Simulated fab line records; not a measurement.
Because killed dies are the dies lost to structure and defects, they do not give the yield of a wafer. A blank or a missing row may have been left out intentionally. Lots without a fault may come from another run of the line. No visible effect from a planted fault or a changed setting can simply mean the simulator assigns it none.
Chamber matching :: flow n5 finfet :: N5_BEOL_M8_CURE_75 on uv cure-01: 3 sister chambers
The step cures SiCOH lowk, time 120 s. 3 wafers are shown with their chamber, then 10 later ones without.

WAFERS, EACH WITH ITS CHAMBER
wafer: L084.3
chamber: 0
wafer_temp_C_max: 371.3

wafer: L090.6
chamber: 1
wafer_temp_C_max: 371.5

wafer: L092.2
chamber: 2
wafer_temp_C_max: 371.2

WAFERS MISSING THEIR CHAMBER
wafer: L092.5
wafer_temp_C_max: 371.7

wafer: L093.1
wafer_temp_C_max: 372.1

wafer: L093.3
wafer_temp_C_max: 371.5

wafer: L093.4
wafer_temp_C_max: 371.6

wafer: L093.2
wafer_temp_C_max: 371.8

wafer: L093.5
wafer_temp_C_max: 372.2

wafer: L093.6
wafer_temp_C_max: 371.1

wafer: L095.1
wafer_temp_C_max: 372.0

wafer: L095.2
wafer_temp_C_max: 371.4

wafer: L095.3
wafer_temp_C_max: 372.8

THE CHAMBER EACH PASSED THROUGH
wafer: L092.5
from the rows above: can't be placed: 1 or 0 or 2
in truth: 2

wafer: L093.1
from the rows above: can't be placed: 1 or 0 or 2
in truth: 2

wafer: L093.3
from the rows above: can't be placed: 1 or 0 or 2
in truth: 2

wafer: L093.4
from the rows above: can't be placed: 1 or 0 or 2
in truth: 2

wafer: L093.2
from the rows above: can't be placed: 1 or 0 or 2
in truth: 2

wafer: L093.5
from the rows above: can't be placed: 1 or 0 or 2
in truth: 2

wafer: L093.6
from the rows above: can't be placed: 2 or 0 or 1
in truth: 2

wafer: L095.1
from the rows above: can't be placed: 1 or 0 or 2
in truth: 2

wafer: L095.2
from the rows above: can't be placed: 0 or 1 or 2
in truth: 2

wafer: L095.3
from the rows above: can't be placed: 1 or 0 or 2
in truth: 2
Correctly placed: 0 of 10. From these rows, 10 cannot be placed; in 10 the true chamber is one of the candidates. Number placed wrongly: 0.
How it was worked out, from the rows above alone: a wafer's distance from a chamber is the root of the sum, over the readings, of the square of ((its reading less the chamber's mean) divided by the reading's scatter). The wafer belongs to the nearest chamber; if the next one is less than 2 further off, it can't be placed. The mean given for a chamber averages the wafers shown for that chamber. The scatter: with one shown wafer a chamber, the root of the mean of the squares of how far each hidden wafer lies from its nearest shown one.
